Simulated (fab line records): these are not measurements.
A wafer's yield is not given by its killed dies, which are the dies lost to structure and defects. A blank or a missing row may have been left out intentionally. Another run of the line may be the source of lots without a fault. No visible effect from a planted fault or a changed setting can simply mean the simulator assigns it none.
Matching of chambers / flow nand harc / NHARC_A_M1_DESCUM_14 on rie diel-05 has 4 sister chambers
The step chemistry O2, time 3 s. 8 wafers are shown with their chamber, then 8 later ones without.

WAFERS PAIRED WITH THEIR CHAMBERS
wafer=L469.5; chamber=2; drypump motor current A (A)=5.82; oes product au (a.u.)=1.021
wafer=L471.1; chamber=2; drypump motor current A (A)=5.82; oes product au (a.u.)=1.008
wafer=L471.3; chamber=1; drypump motor current A (A)=6.03; oes product au (a.u.)=1.007
wafer=L473.4; chamber=1; drypump motor current A (A)=6.02; oes product au (a.u.)=0.971
wafer=L474.3; chamber=3; drypump motor current A (A)=5.79; oes product au (a.u.)=1.002
wafer=L474.5; chamber=3; drypump motor current A (A)=5.79; oes product au (a.u.)=1.007
wafer=L474.6; chamber=0; drypump motor current A (A)=5.99; oes product au (a.u.)=0.995
wafer=L477.1; chamber=0; drypump motor current A (A)=5.99; oes product au (a.u.)=0.986

WAFERS WITH NO CHAMBER GIVEN
wafer=L477.4; drypump motor current A (A)=5.77; oes product au (a.u.)=1.011
wafer=L477.5; drypump motor current A (A)=5.77; oes product au (a.u.)=1.010
wafer=L480.2; drypump motor current A (A)=5.79; oes product au (a.u.)=1.008
wafer=L480.3; drypump motor current A (A)=6.02; oes product au (a.u.)=0.957
wafer=L480.6; drypump motor current A (A)=5.83; oes product au (a.u.)=1.023
wafer=L487.4; drypump motor current A (A)=5.82; oes product au (a.u.)=1.032
wafer=L487.5; drypump motor current A (A)=6.02; oes product au (a.u.)=0.982
wafer=L487.6; drypump motor current A (A)=5.83; oes product au (a.u.)=1.027

THE CHAMBER EACH PASSED THROUGH
wafer=L477.4; from the rows above=3; in truth=3
wafer=L477.5; from the rows above=3; in truth=3
wafer=L480.2; from the rows above=3; in truth=3
wafer=L480.3; from the rows above=1; in truth=1
wafer=L480.6; from the rows above=2; in truth=2
wafer=L487.4; from the rows above=2; in truth=2
wafer=L487.5; from the rows above=1; in truth=1
wafer=L487.6; from the rows above=2; in truth=2
8 of 8 placed correctly. From these rows, 0 cannot be placed. 0 placed wrongly.
How it was worked out, from the rows above alone: a wafer's distance from a chamber is the root of the sum, over the readings, of the square of ((its reading less the chamber's mean) divided by the reading's scatter). The wafer belongs to the nearest chamber; if the next one is less than 2 further off, it can't be placed. A chamber's mean is the mean of its shown wafers. The scatter: the root of (the sum of the squares of (reading less its chamber's mean) over the shown wafers, divided by (wafers less chambers)).
